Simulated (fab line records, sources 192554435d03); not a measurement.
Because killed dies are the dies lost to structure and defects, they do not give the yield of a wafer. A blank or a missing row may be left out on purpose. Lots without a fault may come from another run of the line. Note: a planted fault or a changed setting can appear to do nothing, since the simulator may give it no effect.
fab line records	flow n5-finfet
record: lots: 7	wafers: 21
route steps=1938 shown BEOL_M10@1512 BEOL_M11@1539 BEOL_M12@1639 BEOL_M15@1776 MIM_BOT@1833
start-h: hours from the record's opening day to when the first of the lot's shown wafers began	wait-h: how many hours have passed since the lot's step before this one	" unchanged from the row above	L1.1+2: several wafers, shown together as one row	- no value, or no start was given	* or withheld: withheld	< > ~ a bound
route shown NAME@n: NAME is a module with steps in the file, n the number in the route of the first one	usual: average and standard deviation across the fault-free wafers	same: alike in all rows	chamber/n: place in a boat	sites: the reading at each site	_std_site: the values' standard deviation	_edge_site: the outer-site mean with the inner-site mean subtracted	radius-mm: for every site, how far away it sits from the centre of the wafer	mask NAME#n: copy n	behind: tool/chamber where the wafer was last shaped	hold: why the lot was held/for how many hours/how that ended	device: names the non-switching transistor (n, p or np)	end of line: the same wafers' tests at the end of the route	a step without rows: its recipe alone	killed: count of dies lost to structure and defects at first sort (not the wafer's yield)	map: per-die view of a wafer (x killed, . not killed, _ where there is no die)
set.NAME: the setting the step ran with; set.NAME@STEP: the setting that earlier step ran with	model.NAME: the simulator's own value behind a step, which no gauge read
lots where settings were altered on purpose, with a table for each step and a row for each wafer
== steps ==
step: N5_BEOL_M10_TRENCH_ETCH_37
recipe: chemistry: C4F6/O2	target-depth-a: 1488.3	target: SiCOH_lowk	time-s: 48	ion-energy-ev: 250	pressure-mtorr: 30	source-w: 345	bias-w: 185	Ar_flow_sccm: 300	C4F6_flow_sccm: 10	O2_flow_sccm: 10
lot.wafer	tool	chamber	start-h	wait-h	set.time-s	model.BEOL_M10.feature-depth-nm	model.etch.depth-nm	model.TiN_of_BEOL_M10_HM_DEP_02.thk-nm
L076.2	rie-diel-01	2	-	-	48	148.2	148.3	16
L076.4	"	1	"	"	41.24	127.2	127.3	16.6
L076.6	"	2	"	"	41.24	127.8	127.8	16.4
L078.1	rie-diel-05	2	-	-	48	150.6	150.6	16
L078.3	"	3	"	"	48	148.8	148.9	16
L078.6	"	3	"	"	48	148.6	148.6	15.8
L079.2	rie-diel-01	2	-	-	44.99	139.8	139.8	16
L079.5	"	2	"	"	44.99	140	140	16.2
L079.6	"	3	"	"	44.99	140.2	140.2	16
L083.3	rie-diel-06	1	-	-	48	146.8	146.8	15.8
L083.5	"	1	"	"	48	147	147.1	15.8
L083.6	"	3	"	"	48	149.8	149.7	15.8
L086.1	rie-diel-05	1	-	-	54.23	170.4	170.3	15.2
L086.5	"	2	"	"	54.23	170.6	170.7	15.2
L086.6	"	1	"	"	48	149.2	149.3	15.6
L094.2	rie-diel-05	3	-	-	48	150.6	150.7	16
L094.3	"	2	"	"	48	152.6	152.6	16
L094.6	"	0	"	"	48	149.4	149.4	16
L096.2	rie-diel-06	1	-	-	42.06	130.6	130.6	16.6
L096.5	"	1	"	"	48	148.2	148.2	16
L096.6	"	0	"	"	42.06	131	131	16.6
step: N5_BEOL_M10_ETCH_41
recipe: chemistry: CH3F/O2	target: SiCN	target-depth-a: 426	taper-deg: 2	time-s: 86	ion-energy-ev: 120	mask-material: TiN	pressure-mtorr: 30	source-w: 395	bias-w: 75	Ar_flow_sccm: 150	CH3F_flow_sccm: 30	O2_flow_sccm: 20
step: N5_BEOL_M10_STRIP_77
recipe: chemistry: N2/H2	time-s: 10	power-w: 450	temp-c: 40	pressure-mtorr: 20	rf-frequency-hz: 6e+07	bias-power-w: 7	n2-flow-sccm: 200	h2-flow-sccm: 200
step: N5_BEOL_M10_OCD_MEAS_38
usual: trench-depth-nm: 149.1/1.5
lot.wafer	tool	chamber	start-h	wait-h	set.time-s@BEOL_M10_TRENCH_ETCH_37	trench-depth-nm
L076.2	ocd-01	-	239.19	-	48	148.3
L076.4	"	-	"	"	41.24	127.2
L076.6	"	-	"	"	41.24	127.9
L078.1	ocd-02	-	246.89	-	48	150.5
L078.3	"	-	"	"	48	148.1
L078.6	"	-	"	"	48	148.7
L079.2	ocd-02	-	247.30	-	44.99	139.6
L079.5	"	-	"	"	44.99	140.4
L079.6	"	-	"	"	44.99	139.8
L083.3	ocd-01	-	264.09	-	48	147.0
L083.5	"	-	"	"	48	146.8
L083.6	"	-	"	"	48	149.4
L086.1	ocd-02	-	292.31	-	54.23	170.2
L086.5	"	-	"	"	54.23	170.9
L086.6	"	-	"	"	48	149.2
L094.2	ocd-01	-	335.08	-	48	150.6
L094.3	"	-	"	"	48	152.8
L094.6	"	-	"	"	48	149.5
L096.2	ocd-01	-	357.66	-	42.06	130.4
L096.5	"	-	"	"	48	148.3
L096.6	"	-	"	"	42.06	130.7
step: N5_BEOL_M10_HM_STRIP_39
recipe: chemistry: peroxide-tin-strip	material: TiN	target-depth-a: 250	temp-c: 50	time-s: 158
step: N5_BEOL_M10_SRD_40
recipe: time-s: 30	temp-c: 23	rinse-liquid: diw	dry: ipa-marangoni
step: N5_BEOL_M10_ECD_50
recipe: material: Cu	target-thk-a: 3180
step: N5_BEOL_M10_ANNEAL_51
recipe: temp-c: 225	time-s: 90	ambient: N2
step: N5_BEOL_M10_CMP_52
recipe: stop-on: SiCOH_lowk	t-overpolish-s: 7	down-force-psi: 1	platen-rpm: 50	clearing-platen-down-force-psi: 1.5	clearing-platen-rpm: 50	post-cmp-clean: cu-alkaline	target-thk-nm: 140	clearing-platen-pad-velocity-m-s: 0.99484	pad-velocity-m-s: 0.99484
lot.wafer	tool	chamber	start-h	wait-h	set.time-s@BEOL_M10_TRENCH_ETCH_37	model.Cu_of_BEOL_M10_ECD_50.thk-nm
L076.4	cmp-03	2	241.53	0.2	41.24	117.6
L076.2	"	3	"	"	48	137.2
L076.6	"	0	"	"	41.24	117.8
L078.1	cmp-04	1	249.20	0.3	48	141.4
L078.3	"	3	"	"	48	138.8
L078.6	"	2	"	"	48	139.2
L079.2+6	cmp-04	1	250.15	0.4	44.99	129.6
L079.5	"	0	"	"	44.99	130.6
L083.3	cmp-04	2	267.17	0.2	48	138.4
L083.6	"	1	"	"	48	141.6
L083.5	"	2	"	"	48	138.6
L086.1	cmp-01	0	295.89	0.5	54.23	162.8
L086.5	"	0	"	"	54.23	163.2
L086.6	"	1	"	"	48	140.8
L094.3	cmp-01	3	337.82	0.2	48	143.2
L094.2	"	1	"	"	48	142
L094.6	"	0	"	"	48	140.6
L096.2	cmp-03	0	360.47	0.3	42.06	123
L096.5	"	3	"	"	48	139.8
L096.6	"	0	"	"	42.06	123.2
step: N5_BEOL_M10_THK_MEAS_53
recipe: thk-meas-gauge: xrf	reads: Cu_of_BEOL_M10_ECD_50
usual: M10_THK: 138.8/1.9
lot.wafer	tool	chamber	start-h	wait-h	set.time-s@BEOL_M10_TRENCH_ETCH_37	M10_THK[nm]
L076.2	film-metro-01	-	241.75	-	48	136.0
L076.4	"	-	"	"	41.24	116.5
L076.6	"	-	"	"	41.24	117.0
L078.1	film-metro-01	-	249.50	-	48	140.0
L078.3	"	-	"	"	48	137.3
L078.6	"	-	"	"	48	137.5
L079.2	film-metro-02	-	250.40	-	44.99	129.7
L079.5	"	-	"	"	44.99	130.3
L079.6	"	-	"	"	44.99	129.6
L083.3	film-metro-01	-	267.43	-	48	137.4
L083.5	"	-	"	"	48	137.5
L083.6	"	-	"	"	48	140.8
L086.1	film-metro-02	-	296.18	-	54.23	161.6
L086.5	"	-	"	"	54.23	161.6
L086.6	"	-	"	"	48	139.6
L094.2	film-metro-01	-	338.11	-	48	139.0
L094.3	"	-	"	"	48	140.8
L094.6	"	-	"	"	48	138.0
L096.2	film-metro-02	-	360.72	-	42.06	122.3
L096.5	"	-	"	"	48	139.4
L096.6	"	-	"	"	42.06	122.1
step: N5_BEOL_M10_PRE_CLEAN_55
recipe: gas: NH3	time-s: 15	temp-c: withheld	rf-power-w: 300
step: N5_BEOL_M10_DEP_56
recipe: material: SiCN	target-thk-a: 150	temp-c: withheld	precursor: 3MS/NH3	pressure-torr: 3	rf-w: 202	time-s: 26.5
step: N5_BEOL_M10_RS_MEAS_57
recipe: thk-meas-gauge: four-point-probe	reads: Cu_of_BEOL_M10_ECD_50+Co_of_BEOL_M10_CVD_75+TaN_of_BEOL_M10_ALD_74
usual: M10_RS: 0.1507/0.0022
lot.wafer	tool	chamber	start-h	wait-h	set.time-s@BEOL_M10_TRENCH_ETCH_37	M10_RS[ohm/sq]
L076.2	film-metro-01	-	241.88	0.1	48	0.1544
L076.4	"	-	"	"	41.24	0.1830
L076.6	"	-	"	"	41.24	0.1830
L078.1	film-metro-01	-	249.63	0.1	48	0.1492
L078.3	"	-	"	"	48	0.1527
L078.6	"	-	"	"	48	0.1519
L079.2	film-metro-01	-	250.54	0.1	44.99	0.1646
L079.5	"	-	"	"	44.99	0.1632
L079.6	"	-	"	"	44.99	0.1649
L083.3	film-metro-02	-	267.60	0.1	48	0.1525
L083.5	"	-	"	"	48	0.1527
L083.6	"	-	"	"	48	0.1491
L086.1	film-metro-01	-	296.35	0.1	54.23	0.1279
L086.5	"	-	"	"	54.23	0.1281
L086.6	"	-	"	"	48	0.1502
L094.2	film-metro-02	-	338.25	0.1	48	0.1483
L094.3	"	-	"	"	48	0.1469
L094.6	"	-	"	"	48	0.1504
L096.2	film-metro-01	-	360.86	0.1	42.06	0.1746
L096.5	"	-	"	"	48	0.1514
L096.6	"	-	"	"	42.06	0.1742
step: N5_BEOL_M11_PECVD_70
recipe: material: SiO2	target-thk-a: 200	temp-c: 400	precursor: TEOS/O2	pressure-torr: 5.5	rf-w: 450	teos-flow-sccm: 53.8	gas: O2	flow-sccm: 3000	time-s: 22.7
lot.wafer	tool	chamber	start-h	wait-h	set.temp-c	model.SiO2_of_BEOL_M11_PECVD_70.thk-nm
L076.2	pecvd-03	0	242.77	0.0	412.5	17.8
L076.4	"	0	"	"	412.5	18.2
L076.6	"	1	"	"	400	20.2
L078.1	pecvd-03	1	250.32	0.0	400	19.4
L078.3	"	2	"	"	400	19.6
L078.6	"	1	"	"	414.1	18.4
L079.2	pecvd-02	2	251.24	0.0	400	20
L079.5	"	1	"	"	389	21.6
L079.6	"	2	"	"	389	21.8
L083.3+5	pecvd-03	0,1	268.79	0.1	400	20
L083.6	"	0	"	"	400	20.2
L086.1	pecvd-01	1	297.04	0.0	412.1	18.4
L086.5	"	2	"	"	412.1	19
L086.6	"	1	"	"	400	20.4
L094.2+3	pecvd-01	0,2	338.94	0.0	400	19.8
L094.6	"	1	"	"	400	20.2
L096.2	pecvd-02	2	362.03	0.0	400	19.6
L096.5	"	1	"	"	400	20
L096.6	"	0	"	"	417	17.6
step: N5_BEOL_M12_TRENCH_ETCH_34
recipe: chemistry: C4F8/O2/Ar	target: SiOC	target-depth-a: 3189.5	mask-material: SOC	pressure-mtorr: 30	source-w: 3000	bias-w: 700	Ar_flow_sccm: 400	C4F8_flow_sccm: 15	O2_flow_sccm: 8	he-inner-torr: 15	he-outer-torr: 30	time-s: 125.5	ion-energy-ev: 250
lot.wafer	tool	chamber	start-h	wait-h	set.time-s	model.etch.depth-nm
L076.2	rie-diel-05	3	253.20	0.0	125.5	323.2
L076.4	"	0	"	"	125.5	316.4
L076.6	"	1	"	"	125.5	317.8
L078.1	rie-diel-01	1	258.74	0.0	125.5	314.9
L078.3	"	2	"	"	125.5	320.3
L078.6	"	1	"	"	125.5	316.3
L079.2	rie-diel-05	3	259.09	0.0	132.7	337.9
L079.5	"	1	"	"	132.7	337.8
L079.6	"	2	"	"	125.5	321.6
L083.3	rie-diel-06	1	278.16	0.0	125.5	317.6
L083.5	"	3	"	"	125.5	317.8
L083.6	"	0	"	"	125.5	315.4
L086.1	rie-diel-01	3	306.04	0.0	125.5	319.6
L086.5	"	3	"	"	100.5	253
L086.6	"	2	"	"	100.5	254.4
L094.2	rie-diel-01	3	350.20	0.0	111.3	277.3
L094.3	"	0	"	"	125.5	320.1
L094.6	"	3	"	"	111.3	278.2
L096.2	rie-diel-05	3	371.05	0.0	138.5	351.8
L096.5	"	1	"	"	138.5	347.8
L096.6	"	2	"	"	125.5	318
step: N5_BEOL_M12_STRIP_70
recipe: chemistry: C4F8/O2/Ar	resist: SiARC	rf-frequency-hz: 6e+07
step: N5_BEOL_M12_OCD_MEAS_35
usual: trench-depth-nm: 319/3.5
lot.wafer	tool	chamber	start-h	wait-h	set.time-s@BEOL_M12_TRENCH_ETCH_34	trench-depth-nm
L076.2	ocd-01	-	253.36	0.0	125.5	323
L076.4	"	-	"	"	125.5	316
L076.6	"	-	"	"	125.5	318
L078.1	ocd-02	-	258.89	0.0	125.5	315
L078.3	"	-	"	"	125.5	321
L078.6	"	-	"	"	125.5	316
L079.2	ocd-01	-	259.24	0.0	132.7	338
L079.5	"	-	"	"	132.7	338
L079.6	"	-	"	"	125.5	321
L083.3	ocd-02	-	278.32	0.0	125.5	318
L083.5	"	-	"	"	125.5	317
L083.6	"	-	"	"	125.5	315
L086.1	ocd-01	-	306.20	0.0	125.5	320
L086.5	"	-	"	"	100.5	253
L086.6	"	-	"	"	100.5	254
L094.2	ocd-02	-	350.35	0.0	111.3	278
L094.3	"	-	"	"	125.5	319
L094.6	"	-	"	"	111.3	278
L096.2	ocd-02	-	371.20	0.0	138.5	352
L096.5	"	-	"	"	138.5	347
L096.6	"	-	"	"	125.5	318
step: N5_BEOL_M12_SPUTTER_44
recipe: material: Ta	target-thk-a: 100	temp-c: 50	bias-v: 80	power-w: 15000	chamber-pressure-pa: 0.07	time-s: 16.13
lot.wafer	tool	chamber	start-h	wait-h	set.time-s	model.Ta_of_BEOL_M12_SPUTTER_44.thk-nm
L076.2	pvd-sputter-02	-	255.84	0.0	16.13	10
L076.4+6	"	-	"	"	17.89	11
L078.1	pvd-sputter-03	-	259.73	0.0	18.44	11.6
L078.3	"	-	"	"	16.13	10
L078.6	"	-	"	"	18.44	11.4
L079.2+5	pvd-sputter-02	-	259.84	0.0	16.13	10
L079.6	"	-	"	"	14.61	9
L083.3	pvd-sputter-01	-	279.20	0.0	16.13	10
L083.5+6	"	-	"	"	16.13	9.8
L086.1+6	pvd-sputter-01	-	307.52	0.0	17.7	11
L086.5	"	-	"	"	16.13	10
L094.2	pvd-sputter-01	-	353.37	0.0	16.13	10
L094.3+6	"	-	"	"	14.22	8.8
L096.2	pvd-sputter-02	-	372.17	0.0	16.13	10
L096.5	"	-	"	"	14.05	8.8
L096.6	"	-	"	"	16.13	10.2
step: N5_BEOL_M12_SPUTTER_45
recipe: material: Cu	target-thk-a: 800	temp-c: -20	bias-v: 60	power-w: 26000	chamber-pressure-pa: 0.13	time-s: 13.33
step: N5_BEOL_M12_ECD_47
recipe: material: Cu	target-thk-a: 7200
step: N5_BEOL_M12_ANNEAL_48
recipe: temp-c: 225	time-s: 90	ambient: N2
step: N5_BEOL_M12_CMP_49
recipe: stop-on: SiOC	t-overpolish-s: 20.6	down-force-psi: 1	platen-rpm: 50	clearing-platen-down-force-psi: 1.5	clearing-platen-rpm: 50	post-cmp-clean: cu-alkaline	target-thk-nm: 320	clearing-platen-pad-velocity-m-s: 0.99484	pad-velocity-m-s: 0.99484
lot.wafer	tool	chamber	start-h	wait-h	set.time-s@BEOL_M12_TRENCH_ETCH_34	model.Cu_of_BEOL_M12_ECD_47.thk-nm
L076.4	cmp-03	0	259.01	0.2	125.5	317.6
L076.2	"	1	"	"	125.5	324
L076.6	"	3	"	"	125.5	317.8
L078.3	cmp-03	3	262.59	0.2	125.5	321
L078.1	"	2	"	"	125.5	315.4
L078.6	"	0	"	"	125.5	316
L079.2	cmp-02	1	264.52	0.2	132.7	339.6
L079.6	"	0	"	"	125.5	323.4
L079.5	"	1	"	"	132.7	340.6
L083.3	cmp-04	0	279.88	0.2	125.5	319.2
L083.6	"	3	"	"	125.5	317
L083.5	"	0	"	"	125.5	320
L086.1	cmp-04	0	308.20	0.3	125.5	319.2
L086.5+6	"	3,0	"	"	100.5	254.2
L094.3	cmp-03	3	354.54	0.4	125.5	324.6
L094.2	"	1	"	"	111.3	278.4
L094.6	"	0	"	"	111.3	281.2
L096.2	cmp-04	1	373.35	0.2	138.5	353.2
L096.6	"	0	"	"	125.5	320
L096.5	"	1	"	"	138.5	350.4
step: N5_BEOL_M12_THK_MEAS_50
recipe: thk-meas-gauge: xrf	reads: Cu_of_BEOL_M12_ECD_47
usual: M12_THK: 317/4.5
lot.wafer	tool	chamber	start-h	wait-h	set.time-s@BEOL_M12_TRENCH_ETCH_34	M12_THK[nm]
L076.2	film-metro-02	-	259.27	-	125.5	321
L076.4	"	-	"	"	125.5	313
L076.6	"	-	"	"	125.5	314
L078.1	film-metro-02	-	262.89	-	125.5	310
L078.3	"	-	"	"	125.5	316
L078.6	"	-	"	"	125.5	312
L079.2	film-metro-02	-	264.78	-	132.7	335
L079.5	"	-	"	"	132.7	335
L079.6	"	-	"	"	125.5	318
L083.3	film-metro-02	-	280.14	-	125.5	316
L083.5	"	-	"	"	125.5	316
L083.6	"	-	"	"	125.5	312
L086.1	film-metro-01	-	308.46	-	125.5	313
L086.5	"	-	"	"	100.5	250
L086.6	"	-	"	"	100.5	250
L094.2	film-metro-01	-	354.84	-	111.3	273
L094.3	"	-	"	"	125.5	319
L094.6	"	-	"	"	111.3	277
L096.2	film-metro-01	-	373.61	-	138.5	348
L096.5	"	-	"	"	138.5	346
L096.6	"	-	"	"	125.5	315
step: N5_BEOL_M12_PRE_CLEAN_52
recipe: gas: NH3	time-s: 15	temp-c: withheld	rf-power-w: 300
step: N5_BEOL_M12_DEP_53
recipe: material: SiCN	target-thk-a: 300	temp-c: withheld	precursor: 3MS/NH3	pressure-torr: 3	rf-w: 675	time-s: 10.5
step: N5_BEOL_M12_RS_MEAS_54
recipe: thk-meas-gauge: four-point-probe	reads: Cu_of_BEOL_M12_ECD_47+Ta_of_BEOL_M12_SPUTTER_44+TaN_of_BEOL_M12_SPUTTER_43
usual: M12_RS: 0.0599/0.00069
lot.wafer	tool	chamber	start-h	wait-h	set.time-s@BEOL_M12_TRENCH_ETCH_34	M12_RS[ohm/sq]
L076.2	film-metro-01	-	259.42	0.1	125.5	0.0593
L076.4	"	-	"	"	125.5	0.0606
L076.6	"	-	"	"	125.5	0.0605
L078.1	film-metro-01	-	263.01	0.0	125.5	0.0610
L078.3	"	-	"	"	125.5	0.0598
L078.6	"	-	"	"	125.5	0.0608
L079.2	film-metro-02	-	264.93	0.1	132.7	0.0565
L079.5	"	-	"	"	132.7	0.0562
L079.6	"	-	"	"	125.5	0.0593
L083.3	film-metro-01	-	280.29	0.0	125.5	0.0602
L083.5	"	-	"	"	125.5	0.0601
L083.6	"	-	"	"	125.5	0.0607
L086.1	film-metro-02	-	308.58	0.0	125.5	0.0601
L086.5	"	-	"	"	100.5	0.0764
L086.6	"	-	"	"	100.5	0.0764
L094.2	film-metro-01	-	354.96	0.0	111.3	0.0696
L094.3	"	-	"	"	125.5	0.0591
L094.6	"	-	"	"	111.3	0.0688
L096.2	film-metro-01	-	373.73	0.0	138.5	0.0541
L096.5	"	-	"	"	138.5	0.0547
L096.6	"	-	"	"	125.5	0.0600
step: N5_BEOL_M15_COAT_04
recipe: spin-rpm: 1704	resist-thk-nm: 800
lot.wafer	tool	chamber	start-h	wait-h	set.spin-rpm	model.coat_of_BEOL_M15_COAT_04.thk-nm
L076.2	litho-track-04	0	-	-	1704	799.6
L076.4	"	0	"	"	1704	798.6
L076.6	"	0	"	"	1704	800
L078.1	litho-track-03	0	-	-	1704	800.2
L078.3	"	0	"	"	1704	800.6
L078.6	"	0	"	"	1522	847
L079.2	litho-track-02	0	-	-	1704	799.6
L079.5	"	0	"	"	1704	802.6
L079.6	"	0	"	"	1704	798.2
L083.3	litho-track-03	0	-	-	1704	799.2
L083.5	"	0	"	"	1704	801.8
L083.6	"	0	"	"	1704	800.8
L086.1	litho-track-02	0	-	-	1704	803.2
L086.5	"	0	"	"	1633	820.4
L086.6	"	0	"	"	1704	803.8
L094.2	litho-track-02	0	-	-	1607	824.6
L094.3	"	0	"	"	1607	828
L094.6	"	0	"	"	1704	803.6
L096.2	litho-track-02	0	-	-	1704	798
L096.5	"	0	"	"	1600	821.6
L096.6	"	0	"	"	1600	824
step: N5_BEOL_M15_EBR_06
recipe: solvent: PGMEA	ebr-width-mm: 1.5
step: N5_BEOL_M15_SOFTBAKE_05
recipe: temp-c: 130	time-s: 60
step: N5_BEOL_M15_DESCUM_15
recipe: chemistry: O2	time-s: 7.9	source-power-w: 50	bias-power-w: 20	pressure-mtorr: 20	rf-frequency-hz: 2.712e+07	temp-c: 40	o2-flow-sccm: 225
step: N5_BEOL_M15_ETCH_59
recipe: chemistry: N2/H2	target: BARC	target-depth-a: 890	overetch-a: 267	time-s: 67.9	ion-energy-ev: 200	pressure-mtorr: 30	source-w: 840	bias-w: 150	n2-flow-sccm: 200	h2-flow-sccm: 200
lot.wafer	tool	chamber	start-h	wait-h	set.spin-rpm@BEOL_M15_COAT_04	model.coat_of_BEOL_M15_COAT_04.thk-nm
L076.2	rie-diel-04	1	275.89	0.0	1704	718.2
L076.4	"	2	"	"	1704	715.8
L076.6	"	1	"	"	1704	719
L078.1+3	rie-diel-03	0,3	277.40	0.0	1704	718.6
L078.6	"	2	"	"	1522	765.2
L079.2	rie-diel-03	1	282.91	0.0	1704	714.6
L079.5	"	0	"	"	1704	720.8
L079.6	"	1	"	"	1704	713
L083.3	rie-diel-03	0	292.42	0.0	1704	717.2
L083.5	"	3	"	"	1704	719.4
L083.6	"	0	"	"	1704	718.8
L086.1	rie-diel-02	2	320.86	0.0	1704	719
L086.5	"	0	"	"	1633	738.8
L086.6	"	3	"	"	1704	722
L094.2+3	rie-diel-04	1,3	368.73	0.0	1607	744.2
L094.6	"	3	"	"	1704	720.6
L096.2	rie-diel-02	2	384.36	0.0	1704	713.8
L096.5	"	3	"	"	1600	739.4
L096.6	"	0	"	"	1600	742.6
step: N5_MIM_BOT_SPUTTER_00
recipe: material: TiN	target-thk-a: 350	temp-c: 200	power-w: 3000	chamber-pressure-pa: 0.49996	gas: Ar	reactive-partial-pa: 0.37997	time-s: 89.7
lot.wafer	tool	chamber	start-h	wait-h	set.time-s	model.TiN_of_MIM_BOT_SPUTTER_00.thk-nm
L076.2	pvd-sputter-01	-	283.18	0.0	89.7	34.8
L076.4	"	-	"	"	89.7	35
L076.6	"	-	"	"	89.7	35.2
L078.1	pvd-sputter-02	-	284.63	0.0	89.7	34.8
L078.3+6	"	-	"	"	89.7	35
L079.2+5	pvd-sputter-02	-	292.94	0.0	93.62	37
L079.6	"	-	"	"	89.7	35.4
L083.3	pvd-sputter-02	-	299.22	0.0	89.7	34.8
L083.5+6	"	-	"	"	89.7	34.6
L086.1+6	pvd-sputter-01	-	330.45	0.0	89.7	35
L086.5	"	-	"	"	89.7	34.6
L094.2	pvd-sputter-03	-	375.19	0.0	89.7	35
L094.3	"	-	"	"	83.89	32.6
L094.6	"	-	"	"	83.89	32.4
L096.2	pvd-sputter-02	-	392.00	0.0	89.7	35
L096.5	"	-	"	"	85.28	33.4
L096.6	"	-	"	"	85.28	33.2
== key ==
split: step: N5_BEOL_M10_TRENCH_ETCH_37	setting: time-s	stated: 48	by: wafer
response: step: N5_BEOL_M10_TRENCH_ETCH_37	reading: model.BEOL_M10.feature-depth-nm	change: +1.51	per: 1%	r: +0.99
response: step: N5_BEOL_M10_TRENCH_ETCH_37	reading: model.etch.depth-nm	change: +1.51	per: 1%	r: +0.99
response: step: N5_BEOL_M10_TRENCH_ETCH_37	reading: model.TiN_of_BEOL_M10_HM_DEP_02.thk-nm	change: -0.0378	per: 1%	r: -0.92
response: step: N5_BEOL_M10_OCD_MEAS_38	reading: trench-depth-nm	change: +1.52	per: 1%	r: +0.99
response: step: N5_BEOL_M10_CMP_52	reading: model.Cu_of_BEOL_M10_ECD_50.thk-nm	change: +1.48	per: 1%	r: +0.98
response: step: N5_BEOL_M10_THK_MEAS_53	reading: M10_THK	change: +1.48	per: 1%	r: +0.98
response: step: N5_BEOL_M10_RS_MEAS_57	reading: M10_RS	change: -0.00187	per: 1%	r: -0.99
split: step: N5_BEOL_M11_PECVD_70	setting: temp-c	stated: 400	by: wafer
response: step: N5_BEOL_M11_PECVD_70	reading: model.SiO2_of_BEOL_M11_PECVD_70.thk-nm	change: -0.525	per: 1%	r: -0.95
split: step: N5_BEOL_M12_TRENCH_ETCH_34	setting: time-s	stated: 125.5	by: wafer
response: step: N5_BEOL_M12_TRENCH_ETCH_34	reading: model.etch.depth-nm	change: +3.33	per: 1%	r: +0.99
response: step: N5_BEOL_M12_OCD_MEAS_35	reading: trench-depth-nm	change: +3.31	per: 1%	r: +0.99
response: step: N5_BEOL_M12_CMP_49	reading: model.Cu_of_BEOL_M12_ECD_47.thk-nm	change: +3.35	per: 1%	r: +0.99
response: step: N5_BEOL_M12_THK_MEAS_50	reading: M12_THK	change: +3.26	per: 1%	r: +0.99
response: step: N5_BEOL_M12_RS_MEAS_54	reading: M12_RS	change: -0.000773	per: 1%	r: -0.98
split: step: N5_BEOL_M12_SPUTTER_44	setting: time-s	stated: 16.13	by: wafer
response: step: N5_BEOL_M12_SPUTTER_44	reading: model.Ta_of_BEOL_M12_SPUTTER_44.thk-nm	change: +0.101	per: 1%	r: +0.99
split: step: N5_BEOL_M15_COAT_04	setting: spin-rpm	stated: 1704	by: wafer
response: step: N5_BEOL_M15_COAT_04	reading: model.coat_of_BEOL_M15_COAT_04.thk-nm	change: -4.22	per: 1%	r: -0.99
response: step: N5_BEOL_M15_ETCH_59	reading: model.coat_of_BEOL_M15_COAT_04.thk-nm	change: -4.35	per: 1%	r: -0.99
split: step: N5_MIM_BOT_SPUTTER_00	setting: time-s	stated: 89.7	by: wafer
response: step: N5_MIM_BOT_SPUTTER_00	reading: model.TiN_of_MIM_BOT_SPUTTER_00.thk-nm	change: +0.37	per: 1%	r: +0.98
